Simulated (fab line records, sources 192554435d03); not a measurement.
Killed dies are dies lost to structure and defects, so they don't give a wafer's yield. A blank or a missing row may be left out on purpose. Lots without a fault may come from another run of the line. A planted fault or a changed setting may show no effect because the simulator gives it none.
A struck lot beside a sound one | flow n5_finfet | 16 steps out of a route of 1938
Sound: wafers L799.1, L799.2, L799.6. Struck: wafers L807.2, L807.4, L807.6. The cause comes at the end.
At each step with rows: each side's tool, then ch and its chambers, then its first start. Under that, the readings that differ: sound wafers | struck wafers | difference of the means | sigmas: that difference in standard deviations of wafers without a fault.
alike: readings whose means differ by less than 2 such deviations, and words and numbers that are the same on both sides. not compared: withheld readings, readings that some wafer has no value for, bounds like >300 that may hide the same value, and numbers for which the record gives no deviation and whose values overlap.
The two part at a step that has a row with sigmas, a row that says differs or no value, or rows on one side only. Numbers that don't overlap but have no deviation are shown without sigmas and don't part them. A reading that every wafer of one side lacks parts them only if that side has two wafers or more.

first, 6 steps without rows for these wafers: N5_BEOL_M3_COAT_22 (resist thk 30 nm); N5_BEOL_M3_EBR_24; N5_BEOL_M3_SOFTBAKE_23 (time 60 s); N5_BEOL_M3_EXPOSE_25 (exposes mask V2, defocus 5 nm); N5_BEOL_M3_PEB_26 (peb time 60 s); N5_BEOL_M3_DEVELOP_27 (develop time 30 s).
N5_BEOL_M3_CD_MEAS_28: target cd 25.7 nm, target cd y 23.3 nm.
  sound on cd_sem-01 ch 0, day 6 21:11; struck on cd_sem-01 ch 0, day 9 15:40
  alike: cd_nm
N5_BEOL_M3_OVL_MEAS_29:
  sound on overlay-02 ch 0, day 6 21:13; struck on overlay-01 ch 0, day 9 15:42
  alike: V2_OVL
N5_BEOL_M3_INSPECT_30: inspects for defects (brightfield).
  sound on defect_inspect-01, day 6 21:16; struck on defect_inspect-02, day 9 15:45
  alike: raw_defect_count
N5_BEOL_M3_DESCUM_33: chemistry O2, time 7 s.
  sound on rie_diel-02 ch 0,1,3, day 6 21:44; struck on rie_diel-04 ch 1,2, day 9 15:47
  alike: drypump_motor_current_A, oes_product_au, rf_vpp_V, showerhead_plenum_p_Torr, throttle_valve_pct
  not compared: rf_hours_counter_h
N5_BEOL_M3_ETCH_77: etches underlayer in N2/H2, target depth 6.5 nm, time 5.2 s.
  sound on rie_diel-02 ch 0,1,3, day 6 21:46; struck on rie_diel-04 ch 1,2, day 9 15:49
  alike: drypump_motor_current_A, etch_rf_on_time_s, oes_product_au, rf_vpp_V, showerhead_plenum_p_Torr, throttle_valve_pct
  not compared: rf_hours_counter_h
N5_BEOL_M3_ETCH_69: etches SiARC in CF4, target depth 15.6 nm, time 26 s.
  sound on rie_diel-02 ch 0,1,3, day 6 21:47; struck on rie_diel-04 ch 1,2, day 9 15:50
  reading      | sound             | struck            | difference | sigmas
  rf_vpp_V (V) | 185.8 186.5 184.5 | 183.0 183.3 182.7 | -2.6       | -2
  alike: drypump_motor_current_A, etch_rf_on_time_s, oes_product_au, showerhead_plenum_p_Torr, throttle_valve_pct
  not compared: rf_hours_counter_h
N5_BEOL_M3_ALD_98: deposits SiO2, target thk 2.5 nm, pulse time 1 s, co reactant pulse time 1 s.
  sound on ald_sin-01 ch 0,1,3, day 6 22:13; struck on ald_sin-01 ch 0,1,2, day 9 15:55
  reading                                  | sound       | struck      | difference | sigmas
  ald_cycles                               | 17 17 17    | 29 29 29    | +12        |
  model.SiO2_of_BEOL_M3_ALD_98.thk_nm (nm) | 2.6 2.4 2.6 | 4.2 4.2 4.2 | +1.7       |
  alike: heater_power_w, precursor_pulse_height_rel
N5_BEOL_M3_ETCHBACK_99: etches SiO2 in CHF3, target depth 5 nm, time 10.4 s.
  sound on rie_diel-02 ch 1,3, day 7 07:22; struck on rie_diel-02 ch 2,3, day 9 20:07
  reading               | sound          | struck         | difference | sigmas
  oes_product_au (a.u.) | 0.71 0.99 1.00 | 0.74 0.69 0.70 | -0.19      | -2
  alike: drypump_motor_current_A, rf_vpp_V, showerhead_plenum_p_Torr, throttle_valve_pct
  not compared: rf_hours_counter_h
N5_BEOL_M4_RC_MEAS_101:
  sound on prober-02 ch 0, day 8 00:32; struck on prober-02 ch 0, day 10 15:41
  alike: DIBL_N, DIBL_P, IOFF_N, IOFF_P, ION_N, ION_P, SS_N, SS_P, VT_N, VT_P
then, 1 step without rows for these wafers: N5_PASSIVATION_PROBE_49.

WHERE THEY PART
First at N5_BEOL_M3_ETCH_69; last, within this record, at N5_BEOL_M3_ETCHBACK_99. Later steps at which nothing parts them and some readings are alike: N5_BEOL_M4_RC_MEAS_101.

WHY: what the simulator had put in
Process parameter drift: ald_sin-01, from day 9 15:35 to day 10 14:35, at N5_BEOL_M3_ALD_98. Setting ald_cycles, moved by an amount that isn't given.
